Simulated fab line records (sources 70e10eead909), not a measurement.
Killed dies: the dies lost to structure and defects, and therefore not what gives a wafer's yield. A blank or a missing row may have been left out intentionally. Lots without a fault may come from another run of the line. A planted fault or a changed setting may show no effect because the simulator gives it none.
Which tool did it? | flow nand harc | 12 lots with 36 wafers sampled at 6 steps, on a route of 1302 steps

## WHAT EACH GAUGE READ, for each wafer
NHARC_P_CONTACT_CD_MEAS_19.
lot  | measured     | on        | cd nm (nm)
L397 | day 6 10:55  | cd sem-02 | 89.7 88.9 90.4
L398 | day 6 15:02  | cd sem-02 | 91.0 90.5 91.6
L401 | day 8 00:05  | cd sem-03 | 91.3 90.9 90.1
L402 | day 8 11:15  | cd sem-01 | 89.9 90.5 90.1
L404 | day 9 02:40  | cd sem-03 | 89.8 90.4 88.4
L405 | day 9 21:35  | cd sem-01 | 91.1 89.8 91.9
L409 | day 11 07:25 | cd sem-01 | 88.8 89.2 88.3
L410 | day 12 00:18 | cd sem-02 | 90.4 89.9 89.4
L411 | day 12 01:05 | cd sem-02 | 90.5 89.4 89.9
L417 | day 14 20:19 | cd sem-03 | 90.1 88.7 87.8
L418 | day 15 04:55 | cd sem-01 | 90.1 90.3 87.7
L419 | day 15 15:53 | cd sem-02 | 89.7 89.6 89.6

NHARC_P_M1_CD_MEAS_09: the cd target is 130 nm.
lot  | measured     | on        | cd nm (nm)
L397 | day 6 18:25  | cd sem-01 | 130.0 130.2 129.8
L398 | day 6 22:15  | cd sem-03 | 129.4 130.3 130.1
L401 | day 8 07:26  | cd sem-02 | 129.9 129.7 130.1
L402 | day 8 18:40  | cd sem-01 | 131.0 130.5 129.8
L404 | day 9 10:10  | cd sem-02 | 130.1 129.8 130.5
L405 | day 10 04:56 | cd sem-01 | 129.6 129.5 129.6
L409 | day 11 14:36 | cd sem-02 | 135.8 136.2 135.7
L410 | day 12 07:13 | cd sem-03 | 129.4 130.4 129.9
L411 | day 12 08:07 | cd sem-01 | 135.9 135.9 136.1
L417 | day 15 03:40 | cd sem-03 | 130.0 129.6 130.2
L418 | day 15 12:28 | cd sem-01 | 130.2 130.7 130.7
L419 | day 15 22:57 | cd sem-02 | 129.2 129.2 128.8

NHARC_END_SORT_01.
lot  | measured     | on        | defect limited yield (%) | killed at array | killed at other | killed at periphery | killed dies | killed open | killed short
L405 | day 28 02:14 | prober-02 | 91 90 95                 | 56 62 29        | 0 0 0           | 2 6 3               | 58 68 32    | 4 3 2       | 1 7 3

## WHICH TOOL RAN EACH LOT (tool, then ch and the chambers of the sampled wafers, then the start)
lot  | NHARC_P_M0_ANNEAL_30             | NHARC_P_M1_PEB_07                 | NHARC_P_M1_STRIP_18
L397 | rtp anneal-02 ch 0, day 6 15:56  | litho track-01 ch 0, day 6 18:20  | rie diel-13 ch 1,2,3, day 6 19:04
L398 | rtp anneal-02 ch 0, day 6 20:01  | litho track-04 ch 0, day 6 22:10  | rie diel-07 ch 0,1,2, day 6 22:51
L401 | rtp anneal-01 ch 0, day 8 05:19  | litho track-06 ch 0, day 8 07:20  | rie diel-13 ch 2,3, day 8 08:04
L402 | rtp anneal-02 ch 0, day 8 16:17  | litho track-01 ch 0, day 8 18:35  | rie diel-09 ch 1,2,3, day 8 19:14
L404 | rtp anneal-02 ch 0, day 9 08:00  | litho track-01 ch 0, day 9 10:05  | rie diel-07 ch 0,1,2, day 9 10:46
L405 | rtp anneal-02 ch 0, day 10 02:34 | litho track-01 ch 0, day 10 04:51 | rie diel-07 ch 1,2, day 10 05:31
L409 | rtp anneal-01 ch 0, day 11 12:26 | litho track-01 ch 0, day 11 14:31 | rie diel-13 ch 2,3, day 11 15:10
L410 | rtp anneal-02 ch 0, day 12 05:08 | litho track-06 ch 0, day 12 07:08 | rie diel-07 ch 1,2, day 12 07:47
L411 | rtp anneal-01 ch 0, day 12 06:02 | litho track-01 ch 0, day 12 08:02 | rie diel-09 ch 0,1,3, day 12 09:11
L417 | rtp anneal-01 ch 0, day 15 01:20 | litho track-04 ch 0, day 15 03:35 | rie diel-13 ch 2,3, day 15 04:14
L418 | rtp anneal-02 ch 0, day 15 10:11 | litho track-04 ch 0, day 15 12:23 | rie diel-07 ch 0,1, day 15 13:10
L419 | rtp anneal-02 ch 0, day 15 20:52 | litho track-01 ch 0, day 15 22:53 | rie diel-09 ch 2,3, day 15 23:41
- NHARC_P_M0_ANNEAL_30: time 90 s.
- NHARC_P_M1_PEB_07: peb time 65 s.
- NHARC_P_M1_STRIP_18: strips in N2/H2.

## WHAT THE TOOLS THEMSELVES READ (means of the sampled wafers that have a number; where no wafer has one, the mark that the record gives instead)
NHARC_P_M0_ANNEAL_30.
lot  | tool          | wafer_temp_C_max
L397 | rtp anneal-02 | 225.64
L398 | rtp anneal-02 | 225.54
L401 | rtp anneal-01 | 225.44
L402 | rtp anneal-02 | 225.65
L404 | rtp anneal-02 | 225.17
L405 | rtp anneal-02 | 225.40
L409 | rtp anneal-01 | 225.42
L410 | rtp anneal-02 | 225.63
L411 | rtp anneal-01 | 225.68
L417 | rtp anneal-01 | 225.62
L418 | rtp anneal-02 | 225.54
L419 | rtp anneal-02 | 225.54

NHARC_P_M1_PEB_07.
lot  | tool           | heater power total W (W) | plate temp C (C)
L397 | litho track-01 | 156.5                    | 99.99
L398 | litho track-04 | 156.2                    | 99.70
L401 | litho track-06 | 156.8                    | 100.02
L402 | litho track-01 | 156.4                    | 100.04
L404 | litho track-01 | 156.5                    | 100.04
L405 | litho track-01 | 156.5                    | 100.07
L409 | litho track-01 | 160.3                    | 101.71
L410 | litho track-06 | 156.4                    | 100.09
L411 | litho track-01 | 160.2                    | 101.60
L417 | litho track-04 | 156.8                    | 99.94
L418 | litho track-04 | 156.3                    | 100.01
L419 | litho track-01 | 156.3                    | 99.93

NHARC_P_M1_STRIP_18.
lot  | tool        | drypump motor current A (A) | oes product au (a.u.) | rf vpp V (V) | showerhead plenum p Torr (Torr) | throttle valve pct (%)
L397 | rie diel-13 | 5.7                         | 0.995                 | 91.4         | 2.10                            | 14.170
L398 | rie diel-07 | 5.7                         | 1.003                 | 90.6         | 2.10                            | 14.154
L401 | rie diel-13 | 5.9                         | 1.000                 | 91.0         | 2.04                            | 14.164
L402 | rie diel-09 | 6.0                         | 0.995                 | 91.1         | 2.05                            | 14.160
L404 | rie diel-07 | 5.6                         | 1.004                 | 91.1         | 2.10                            | 14.173
L405 | rie diel-07 | 5.9                         | 0.999                 | 90.3         | 2.06                            | 14.172
L409 | rie diel-13 | 6.0                         | 0.994                 | 91.4         | 2.11                            | 14.170
L410 | rie diel-07 | 5.6                         | 1.000                 | 90.7         | 2.11                            | 14.173
L411 | rie diel-09 | 5.6                         | 0.998                 | 90.2         | 2.04                            | 14.170
L417 | rie diel-13 | 5.9                         | 0.999                 | 91.2         | 2.03                            | 14.172
L418 | rie diel-07 | 5.7                         | 1.002                 | 90.5         | 2.08                            | 14.167
L419 | rie diel-09 | 5.8                         | 0.998                 | 91.9         | 2.08                            | 14.169

## THE ANSWER, worked out from the rows above alone
Rule: usual is defined by the lots themselves. The widest of any qualifying gaps counts: lots, ordered by their means at a reading, are off when they make up no more than a third of the lots, leave a main group of 4 or more, and stand apart from it by 3 or more times the standard deviation of that group's means. The tables above print the reading to a certain number of digits; a main group whose means all agree to those digits is not used. Also off: a lot with no number at a reading for which 4 or more lots have one. Where the step has rows for the other lots, those lots are counted as sound. First the gauges in route order, then the tools' own readings, where a lot's mean is used as printed above. The first step at which some lot is off is used, and at that step the reading that is off furthest; a lot without a number counts as furthest.
Off: L409, L411, at NHARC_P_M1_CD_MEAS_09 (cd nm). The main group: mean 129.9 nm, standard deviation 0.39.
If a tool, at a process step before that reading, ran all the lots that are off and no sound lot after the first of them, it fits. The gauges at NHARC_P_M1_CD_MEAS_09 aren't tried: what is off there is off at NHARC_P_M1_PEB_07 too, on other tools, and a gauge's error can't cause that. None of those tried fits.

## WHAT THE SIMULATOR HAD PUT IN
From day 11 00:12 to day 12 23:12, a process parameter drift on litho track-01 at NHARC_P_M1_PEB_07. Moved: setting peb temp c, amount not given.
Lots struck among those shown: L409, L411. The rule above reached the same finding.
